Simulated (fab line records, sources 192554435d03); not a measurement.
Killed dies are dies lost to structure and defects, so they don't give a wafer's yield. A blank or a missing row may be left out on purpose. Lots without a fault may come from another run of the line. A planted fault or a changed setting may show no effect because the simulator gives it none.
A struck lot beside a sound one | flow n5_finfet | 36 steps out of a route of 1938
Sound: wafers L941.3, L941.5, L941.6. Struck: wafer L958.1. (L958.2 of the same lot was not struck and is left out.) The cause comes at the end.
At each step with rows: each side's tool, then ch and its chambers, then its first start. Under that, the readings that differ: sound wafers | struck wafers | difference of the means | sigmas: that difference in standard deviations of wafers without a fault.
alike: readings whose means differ by less than 2 such deviations, and words and numbers that are the same on both sides. not compared: withheld readings, readings that some wafer has no value for, bounds like >300 that may hide the same value, and numbers for which the record gives no deviation and whose values overlap.
The two part at a step that has a row with sigmas, a row that says differs or no value, or rows on one side only. Numbers that don't overlap but have no deviation are shown without sigmas and don't part them. A reading that every wafer of one side lacks parts them only if that side has two wafers or more.

first, 9 steps without rows for these wafers: N5_BEOL_M4_ANNEAL_95 (time 240 s); N5_BEOL_M4_SPUTTER_96 (material Cu, target thk 4.5 nm, time 8.29 s); N5_BEOL_M4_ECD_50 (material Cu, target thk 300 nm); N5_BEOL_M4_ANNEAL_51 (time 90 s); N5_BEOL_M4_CMP_52 (polishes, stops on SiOC, t overpolish 6.8 s, target thk 40 nm); N5_BEOL_M4_PRE_CLEAN_60 (time 15 s); N5_BEOL_M4_CO_CAP_55 (material Co, precursor CCTBA/H2, target thk 2 nm, time 102.1 s); N5_BEOL_M4_PRE_CLEAN_56 (time 15 s); N5_BEOL_M4_DEP_57 (deposits SiCN from 3MS/NH3, target thk 8 nm, time 14 s).
N5_BEOL_M4_RC_MEAS_101:
  sound on prober-02 ch 0, day 9 05:47; struck on prober-02 ch 0, day 13 21:35
  alike: DIBL_N, DIBL_P, IOFF_N, IOFF_P, ION_N, ION_P, SS_N, SS_P, VT_N, VT_P
then, 24 steps without rows for these wafers: N5_BEOL_M5_ILD_DEP_00 (deposits SiCOH lowk from DEMS/porogen, target thk 140.64 nm, time 25.9 s); N5_BEOL_M5_CURE_79 (cures SiCOH lowk, time 240 s); N5_BEOL_M5_PECVD_70 (deposits SiO2 from TEOS/O2, target thk 16 nm, time 18 s); N5_BEOL_M5_HM_DEP_02 (deposits TiN, target thk 20 nm); N5_BEOL_M5_COAT_59 (time 60 s, resist thk 60 nm); N5_BEOL_M5_COAT_60 (time 60 s, resist thk 12 nm); N5_BEOL_M5_COAT_71 (time 60 s, resist thk 5 nm); N5_BEOL_M5_COAT_05 (resist thk 30 nm); N5_BEOL_M5_EBR_07; N5_BEOL_M5_SOFTBAKE_06 (time 60 s); N5_BEOL_M5_EXPOSE_08 (exposes mask M5, target cd 28 nm); N5_BEOL_M5_PEB_09 (peb time 60 s); N5_BEOL_M5_DEVELOP_10 (develop time 30 s); N5_BEOL_M5_DESCUM_16 (chemistry O2, time 7 s); N5_BEOL_M5_ETCH_72 (etches underlayer in N2/H2, target depth 6.5 nm, time 5.2 s); N5_BEOL_M5_ETCH_61 (etches SiARC in CF4, target depth 15.6 nm, time 26 s); N5_BEOL_M5_ETCH_62 (etches SOC in N2/H2, target depth 75 nm, overetch 15 nm, time 112.5 s); N5_BEOL_M5_STRIP_63 (strips in N2/H2); N5_BEOL_M5_STRIP_73 (strips in N2/H2); N5_BEOL_M5_STRIP_64 (strips in CF4); N5_BEOL_M5_HM_OPEN_17 (chemistry Cl2/BCl3, target TiN, target depth 20 nm, overetch 6 nm); N5_BEOL_M5_STRIP_19 (strips in O2); N5_BEOL_M5_COAT_65 (time 60 s, resist thk 60 nm); N5_BEOL_M5_COAT_66 (time 60 s, resist thk 12 nm).
-- the record jumps here: 2 days lie between the struck wafers' starts before and after (it left off in module BEOL_M5 and takes up again in module BEOL_M9, whose first step shown is number 1440 of the route) --
N5_BEOL_M9_ETCH_66: etches SOC in N2/H2, target depth 80 nm, overetch 16 nm, time 120 s.
  sound on rie_diel-05 ch 0,1,3, day 10 23:39; struck on rie_diel-05 ch 3, day 16 01:03
  reading                                    | sound     | struck | difference | sigmas
  model.SiARC_of_BEOL_M9_COAT_64.thk_nm (nm) | 6 6.6 6.4 | 8.6    | +2.3       |
  alike: drypump_motor_current_A, n2_flow_sccm, oes_product_au, rf_vpp_V, showerhead_plenum_p_Torr, throttle_valve_pct
  not compared: rf_hours_counter_h
-- the record jumps here: 3 days lie between the struck wafers' starts before and after (it left off in module BEOL_M9 and takes up again in module PASSIVATION, whose first step shown is number 1936 of the route) --
N5_PASSIVATION_PROBE_49:
  the record has rows for the struck wafers here (prober-02, day 18 21:56) and none for the sound ones

WHERE THEY PART
Only at N5_PASSIVATION_PROBE_49, within this record.

WHY: what the simulator had put in
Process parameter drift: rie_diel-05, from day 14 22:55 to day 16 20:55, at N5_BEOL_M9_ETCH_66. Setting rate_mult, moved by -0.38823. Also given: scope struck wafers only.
